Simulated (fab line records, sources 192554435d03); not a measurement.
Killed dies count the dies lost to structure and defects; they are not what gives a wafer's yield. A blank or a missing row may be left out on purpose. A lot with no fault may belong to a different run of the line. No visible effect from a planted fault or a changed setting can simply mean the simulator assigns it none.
Which tool did it? :: flow n5 finfet :: 12 lots, 36 wafers sampled, at 4 steps of a route of 1938

WHAT THE GAUGES READ, wafer by wafer
N5_BEOL_M13_INSPECT_55: inspects for defects (darkfield).
lot: L077
measured: day 11 12:26
on: defect inspect-02
raw defect count: 37 67 77

lot: L074
measured: day 12 00:32
on: defect inspect-01
raw defect count: 46 39 68

lot: L078
measured: day 12 08:28
on: defect inspect-02
raw defect count: 70 66 81

lot: L081
measured: day 12 15:39
on: defect inspect-02
raw defect count: 39 80 89

lot: L083
measured: day 13 15:01
on: defect inspect-02
raw defect count: 52 40 85

lot: L086
measured: day 14 05:10
on: defect inspect-02
raw defect count: 86 102 75

lot: L087
measured: day 14 13:04
on: defect inspect-01
raw defect count: 63 54 57

lot: L088
measured: day 14 20:26
on: defect inspect-02
raw defect count: 63 47 49

lot: L090
measured: day 15 12:30
on: defect inspect-01
raw defect count: 73 97 88

lot: L094
measured: day 15 18:46
on: defect inspect-01
raw defect count: 68 49 99

lot: L095
measured: day 16 03:23
on: defect inspect-01
raw defect count: 88 67 89

lot: L096
measured: day 16 20:28
on: defect inspect-01
raw defect count: 50 63 77

TOOL THAT RAN EACH LOT (tool first, then ch and the chambers of the sampled wafers, then the start)
lot: L077
N5_BEOL_M13_ETCH_38: rie diel-01 ch 0,1,3, day 11 10:11
N5_BEOL_M13_SPUTTER_43: pvd sputter-03, day 11 11:13
N5_BEOL_M13_DEP_53: pecvd-03 ch 1, day 11 12:20

lot: L074
N5_BEOL_M13_ETCH_38: rie diel-01 ch 1,2, day 11 22:11
N5_BEOL_M13_SPUTTER_43: pvd sputter-02, day 11 23:07
N5_BEOL_M13_DEP_53: pecvd-02 ch 1, day 12 00:25

lot: L078
N5_BEOL_M13_ETCH_38: rie diel-02 ch 1,2,3, day 12 06:05
N5_BEOL_M13_SPUTTER_43: pvd sputter-03, day 12 07:08
N5_BEOL_M13_DEP_53: pecvd-03 ch 0,1,2, day 12 08:23

lot: L081
N5_BEOL_M13_ETCH_38: rie diel-04 ch 2,3, day 12 13:44
N5_BEOL_M13_SPUTTER_43: pvd sputter-02, day 12 14:23
N5_BEOL_M13_DEP_53: pecvd-03 ch 0,2, day 12 15:34

lot: L083
N5_BEOL_M13_ETCH_38: rie diel-04 ch 1,3, day 13 13:27
N5_BEOL_M13_SPUTTER_43: pvd sputter-02, day 13 13:50
N5_BEOL_M13_DEP_53: pecvd-03 ch 1,2, day 13 14:56

lot: L086
N5_BEOL_M13_ETCH_38: rie diel-04 ch 2,3, day 14 03:08
N5_BEOL_M13_SPUTTER_43: pvd sputter-01, day 14 03:50
N5_BEOL_M13_DEP_53: pecvd-03 ch 1,2, day 14 05:04

lot: L087
N5_BEOL_M13_ETCH_38: rie diel-01 ch 0,1,2, day 14 10:20
N5_BEOL_M13_SPUTTER_43: pvd sputter-01, day 14 11:42
N5_BEOL_M13_DEP_53: pecvd-01 ch 0,1,2, day 14 12:59

lot: L088
N5_BEOL_M13_ETCH_38: rie diel-04 ch 0,1, day 14 18:12
N5_BEOL_M13_SPUTTER_43: pvd sputter-03, day 14 19:14
N5_BEOL_M13_DEP_53: pecvd-01 ch 0,1,2, day 14 20:22

lot: L090
N5_BEOL_M13_ETCH_38: rie diel-01 ch 1,2,3, day 15 11:02
N5_BEOL_M13_SPUTTER_43: pvd sputter-01, day 15 11:19
N5_BEOL_M13_DEP_53: pecvd-03 ch 0,2, day 15 12:25

lot: L094
N5_BEOL_M13_ETCH_38: rie diel-04 ch 1,2,3, day 15 16:55
N5_BEOL_M13_SPUTTER_43: pvd sputter-01, day 15 17:34
N5_BEOL_M13_DEP_53: pecvd-03 ch 1,2, day 15 18:40

lot: L095
N5_BEOL_M13_ETCH_38: rie diel-04 ch 1,3, day 16 01:25
N5_BEOL_M13_SPUTTER_43: pvd sputter-03, day 16 02:11
N5_BEOL_M13_DEP_53: pecvd-01 ch 0,2, day 16 03:17

lot: L096
N5_BEOL_M13_ETCH_38: rie diel-02 ch 0,1, day 16 18:35
N5_BEOL_M13_SPUTTER_43: pvd sputter-03, day 16 18:56
N5_BEOL_M13_DEP_53: pecvd-03 ch 1,2, day 16 20:23
- N5_BEOL_M13_ETCH_38: etches SiCN in CF4/N2, target depth 67.5 nm, time 71.9 s.
- N5_BEOL_M13_SPUTTER_43: material TaN, target thk 15 nm, time 24.19 s.
- N5_BEOL_M13_DEP_53: deposits SiCN from 3MS/NH3, target thk 50 nm, time 17.8 s.

THE ANSWER, worked out from the rows above alone
Rule: usual is defined by the lots themselves. Put in order of their means at a reading, lots are off if they are a third of the lots or fewer, leave a main group of 4 or more, and stand apart from it by a gap of 3 or more times the standard deviation of the main group's means; of several such gaps the widest counts. The tables above print the reading to a certain number of digits; a main group whose means all agree to those digits is not used. Also off: a lot with no number at a reading for which 4 or more lots have one. All remaining lots with rows at the step are treated as sound.
No lot is off on any of the readings shown, so nothing can be concluded from this.

WHAT HAD BEEN PUT IN BY THE SIMULATOR
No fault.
